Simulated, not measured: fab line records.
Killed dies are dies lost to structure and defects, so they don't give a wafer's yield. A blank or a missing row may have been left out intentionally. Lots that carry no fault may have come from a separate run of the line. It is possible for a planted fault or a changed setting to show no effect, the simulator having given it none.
Which tool did it? + flow n5 finfet + Sampling: 12 lots, 36 wafers, 4 of 1938 route steps

WHAT THE GAUGES SHOWED, per wafer
N5_BEOL_M8_CD_MEAS_18: pitch 80 nm, target cd 40 nm.
| lot  | measured     | on        | cd nm (nm)     |
|------|--------------|-----------|----------------|
| L075 | day 10 04:58 | cd sem-03 | 39.7 40.3 40.3 |
| L077 | day 10 13:11 | cd sem-03 | 39.8 39.4 40.0 |
| L079 | day 11 10:59 | cd sem-02 | 39.7 40.1 39.6 |
| L082 | day 11 15:52 | cd sem-03 | 38.7 39.9 39.6 |
| L085 | day 11 21:34 | cd sem-02 | 39.5 40.3 40.2 |
| L084 | day 12 13:38 | cd sem-02 | 40.4 40.5 39.8 |
| L086 | day 12 16:43 | cd sem-01 | 39.0 39.4 39.1 |
| L089 | day 13 09:51 | cd sem-02 | 40.0 40.5 40.3 |
| L091 | day 14 05:05 | cd sem-02 | 41.2 40.0 39.8 |
| L094 | day 14 12:56 | cd sem-01 | 39.0 38.9 39.0 |
| L095 | day 15 22:25 | cd sem-01 | 40.3 39.6 40.3 |
| L096 | day 15 23:26 | cd sem-03 | 40.6 39.3 40.1 |

WHICH TOOL RAN EACH LOT (tool, then ch and the chambers of the sampled wafers, then the start)
| lot  | N5_BEOL_M7_CURE_75            | N5_BEOL_M7_ALD_77                   | N5_BEOL_M8_ETCH_62                 |
|------|-------------------------------|-------------------------------------|------------------------------------|
| L075 | uv cure-01 ch 1, day 9 22:10  | ald metal-04 ch 0,2, day 9 22:47    | rie diel-05 ch 0,2, day 10 04:36   |
| L077 | uv cure-01 ch 2, day 10 04:59 | ald metal-03 ch 1,3, day 10 06:58   | rie diel-06 ch 1,2, day 10 12:47   |
| L079 | uv cure-01 ch 1, day 11 04:11 | ald metal-03 ch 0,1,3, day 11 04:46 | rie diel-06 ch 0,1, day 11 10:28   |
| L082 | uv cure-01 ch 0, day 11 10:06 | ald metal-03 ch 1,2,3, day 11 10:46 | rie diel-06 ch 0,1, day 11 15:29   |
| L085 | uv cure-02 ch 1, day 11 12:53 | ald metal-01 ch 0,2, day 11 14:37   | rie diel-06 ch 0,1,2, day 11 21:11 |
| L084 | uv cure-01 ch 0, day 12 07:34 | ald metal-04 ch 2,3, day 12 08:35   | rie diel-06 ch 0,2, day 12 13:16   |
| L086 | uv cure-02 ch 0, day 12 11:03 | ald metal-01 ch 0,2, day 12 11:31   | rie diel-05 ch 0,1,3, day 12 16:15 |
| L089 | uv cure-02 ch 1, day 13 06:02 | ald metal-03 ch 0,1,3, day 13 06:38 | rie diel-06 ch 1,2, day 13 09:29   |
| L091 | uv cure-02 ch 2, day 13 22:09 | ald metal-01 ch 2,3, day 13 23:53   | rie diel-06 ch 0,1,3, day 14 04:42 |
| L094 | uv cure-03 ch 2, day 14 04:51 | ald metal-03 ch 1,2,3, day 14 06:53 | rie diel-05 ch 1,2, day 14 12:22   |
| L095 | uv cure-01 ch 2, day 15 15:25 | ald metal-04 ch 0,3, day 15 16:50   | rie diel-05 ch 0,1,3, day 15 21:59 |
| L096 | uv cure-02 ch 2, day 15 17:38 | ald metal-04 ch 1,3, day 15 18:07   | rie diel-01 ch 0,1, day 15 23:04   |
- N5_BEOL_M7_CURE_75: cures SiCOH lowk, time 120 s.
- N5_BEOL_M7_ALD_77: deposits TaN, target thk 2 nm, pulse time 2 s, purge time 3 s.
- N5_BEOL_M8_ETCH_62: etches SOC in N2/H2, target depth 110 nm, overetch 22 nm, time 165 s.

THE ANSWER, worked out from the rows above alone
Rule: usual is defined by the lots themselves. The widest of any qualifying gaps counts: lots, ordered by their means at a reading, are off when they make up no more than a third of the lots, leave a main group of 4 or more, and stand apart from it by 3 or more times the standard deviation of that group's means. A main group whose means are all the same, to the digits that the tables above print for the reading, isn't used. A lot without any number at a reading at which 4 lots or more have one is off too. Where the step has rows for the other lots, those lots are counted as sound.
Across all readings shown, no lot is off: no conclusion can be drawn from this.

WHAT THE SIMULATOR PUT IN
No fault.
